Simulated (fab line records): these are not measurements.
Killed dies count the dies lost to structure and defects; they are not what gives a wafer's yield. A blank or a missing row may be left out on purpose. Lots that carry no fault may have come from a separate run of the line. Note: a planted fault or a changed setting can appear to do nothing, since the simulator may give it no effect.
Chamber matching / flow n5Finfet / 4 sister chambers for N5_BEOL_M11_ALD_74 on aldMetal-02
The step deposits TaN, target thk 2 nm, pulse time 2 s, purge time 3 s. 8 wafers are shown with their chamber, then 10 later ones without.

== EACH WAFER AND ITS CHAMBER ==
wafer=L082.5; chamber=1; heaterPowerW (W)=359; mfcCarrierSccm (sccm)=1501
wafer=L084.4; chamber=1; heaterPowerW (W)=368; mfcCarrierSccm (sccm)=1494
wafer=L087.4; chamber=0; heaterPowerW (W)=393; mfcCarrierSccm (sccm)=1505
wafer=L091.1; chamber=2; heaterPowerW (W)=414; mfcCarrierSccm (sccm)=1506
wafer=L091.3; chamber=3; heaterPowerW (W)=395; mfcCarrierSccm (sccm)=1496
wafer=L091.6; chamber=3; heaterPowerW (W)=400; mfcCarrierSccm (sccm)=1500
wafer=L090.1; chamber=2; heaterPowerW (W)=402; mfcCarrierSccm (sccm)=1495
wafer=L090.2; chamber=0; heaterPowerW (W)=386; mfcCarrierSccm (sccm)=1497

== WAFERS MISSING THEIR CHAMBER ==
wafer=L090.4; heaterPowerW (W)=385; mfcCarrierSccm (sccm)=1506
wafer=L092.3; heaterPowerW (W)=413; mfcCarrierSccm (sccm)=1499
wafer=L092.4; heaterPowerW (W)=397; mfcCarrierSccm (sccm)=1507
wafer=L092.5; heaterPowerW (W)=404; mfcCarrierSccm (sccm)=1501
wafer=L096.3; heaterPowerW (W)=334; mfcCarrierSccm (sccm)=1496
wafer=L096.5; heaterPowerW (W)=395; mfcCarrierSccm (sccm)=1505
wafer=L096.6; heaterPowerW (W)=395; mfcCarrierSccm (sccm)=1495
wafer=L097.1; heaterPowerW (W)=402; mfcCarrierSccm (sccm)=1497
wafer=L097.3; heaterPowerW (W)=335; mfcCarrierSccm (sccm)=1503
wafer=L097.5; heaterPowerW (W)=390; mfcCarrierSccm (sccm)=1499

== CHAMBER TAKEN BY EACH ==
wafer=L090.4; from the rows above=can't be placed: 0 or 3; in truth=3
wafer=L092.3; from the rows above=can't be placed: 2 or 3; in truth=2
wafer=L092.4; from the rows above=can't be placed: 3 or 0 or 2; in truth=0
wafer=L092.5; from the rows above=can't be placed: 2 or 3 or 0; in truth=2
wafer=L096.3; from the rows above=1; in truth=1
wafer=L096.5; from the rows above=can't be placed: 0 or 3 or 2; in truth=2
wafer=L096.6; from the rows above=can't be placed: 3 or 0 or 2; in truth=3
wafer=L097.1; from the rows above=can't be placed: 3 or 2 or 0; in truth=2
wafer=L097.3; from the rows above=1; in truth=1
wafer=L097.5; from the rows above=can't be placed: 0 or 3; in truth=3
Placed correctly: 2 of 10. Cannot be placed on the basis of these rows: 8; the candidates contain the true chamber in 8. Wrongly placed: 0.
How it was worked out, from the rows above alone: a wafer's distance from a chamber is the root of the sum, over the readings, of the square of ((its reading less the chamber's mean) divided by the reading's scatter). The wafer belongs to the nearest chamber; if the next one is less than 2 further off, it can't be placed. A chamber's mean is the mean of its shown wafers. The scatter: the root of (the sum of the squares of (reading less its chamber's mean) over the shown wafers, divided by (wafers less chambers)).
